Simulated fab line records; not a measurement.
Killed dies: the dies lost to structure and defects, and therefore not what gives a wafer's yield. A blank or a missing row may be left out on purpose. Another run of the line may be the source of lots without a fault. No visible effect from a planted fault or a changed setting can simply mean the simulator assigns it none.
A lot that was struck, set against a sound lot ; flow nand-harc ; 15 steps out of a route of 1159
Sound: these wafers, L834.2, L834.4, L834.5. Wafers struck: L846.2, L846.3, L846.5. The cause is given at the end.
Per side, at each step with rows, come the tool, then ch with its chambers, and then its first start. Under that, the readings that differ: sound wafers ; struck wafers ; difference of the means ; sigmas: that difference in standard deviations of wafers without a fault.
alike: readings with means less than 2 such deviations apart, plus words and numbers identical on both sides. not compared: withheld readings, readings lacking a value on some wafer, bounds such as >300 that could conceal the same value, and numbers that have no deviation in the record and whose values overlap.
Wherever a step has rows on one side only, a row that says differs or no value, or a row with sigmas, the two part there. When numbers do not overlap yet have no deviation, they are printed without sigmas and do not part them. Lack of a reading on every wafer of one side parts them only where that side has two or more wafers.

first, 6 steps without rows for these wafers: NHARC_P_ZERO_WELL_COAT_18; NHARC_P_ZERO_WELL_SOFTBAKE_19 (time 95 s); NHARC_P_ZERO_WELL_EBR_20; NHARC_P_ZERO_WELL_EXPOSE_21 (exposes mask P NWELL, target cd 720 nm); NHARC_P_ZERO_WELL_PEB_22 (peb time 85 s); NHARC_P_ZERO_WELL_DEVELOP_23 (time 70 s).
NHARC_P_ZERO_WELL_CD_MEAS_24: target cd 720 nm.
  sound on cd-sem-02 ch 0, day 1 20:39; struck on cd-sem-02 ch 0, day 4 20:35
  alike: cd-nm
then, 1 step without rows for these wafers: NHARC_P_ZERO_WELL_HARDBAKE_25 (time 80 s).
NHARC_P_ZERO_WELL_DESCUM_26: chemistry O2, time 3 s.
  sound on rie-diel-02 ch 0,1,3, day 1 20:50; struck on rie-diel-12 ch 0,1, day 4 20:46
reading;sound;struck;difference;sigmas
drypump-motor-current-A (A);5.5 6.2 6.0;4.9 4.9 4.9;-1.0;-2
oes-product-au (a.u.);0.987 0.998 0.989;1.015 1.020 1.015;+0.025;+2
  alike: rf-vpp-V, showerhead-plenum-p-Torr, throttle-valve-pct
  not compared: rf-hours-counter-h
then, 3 steps without rows for these wafers: NHARC_P_ZERO_WELL_IMPLANT_27; NHARC_P_ZERO_WELL_IMPLANT_57; NHARC_P_ZERO_WELL_IMPLANT_58.
NHARC_P_ZERO_WELL_STRIP_28: strips in SPM, time 840 s.
  sound on wet-bench-03 ch 0,1,2, day 1 21:32; struck on wet-bench-07 ch 3,5,7, day 4 21:38
reading;sound;struck;difference;sigmas
bath-guard-temp-C (C);129.5 129.3 130.8;135.8 136.7 136.0;+6.3;+14
temp-c (C);130.17 129.93 130.14;136.20 135.79 135.82;+5.86;+39
then, 1 step without rows for these wafers: NHARC_P_ZERO_WELL_DEHYDRATE_29 (time 120 s).
-- break in the record here, with 18 days between the starts of the struck wafers on either side (left off in module P_ZERO_WELL, picked up again in module END, where the first step shown is number 1159 on the route) --
NHARC_END_SORT_01:
  sound on prober-01 ch 0, day 20 01:22; struck on prober-01 ch 0, day 22 10:34
  alike: killed-at-array, killed-at-other, killed-at-periphery, killed-dies, killed-open, killed-short

WHERE THEY PART
Last at NHARC_P_ZERO_WELL_STRIP_28 as far as this record goes, first at NHARC_P_ZERO_WELL_DESCUM_26. Later steps at which nothing parts them and some readings are alike: NHARC_END_SORT_01.

WHY: what the simulator had put in
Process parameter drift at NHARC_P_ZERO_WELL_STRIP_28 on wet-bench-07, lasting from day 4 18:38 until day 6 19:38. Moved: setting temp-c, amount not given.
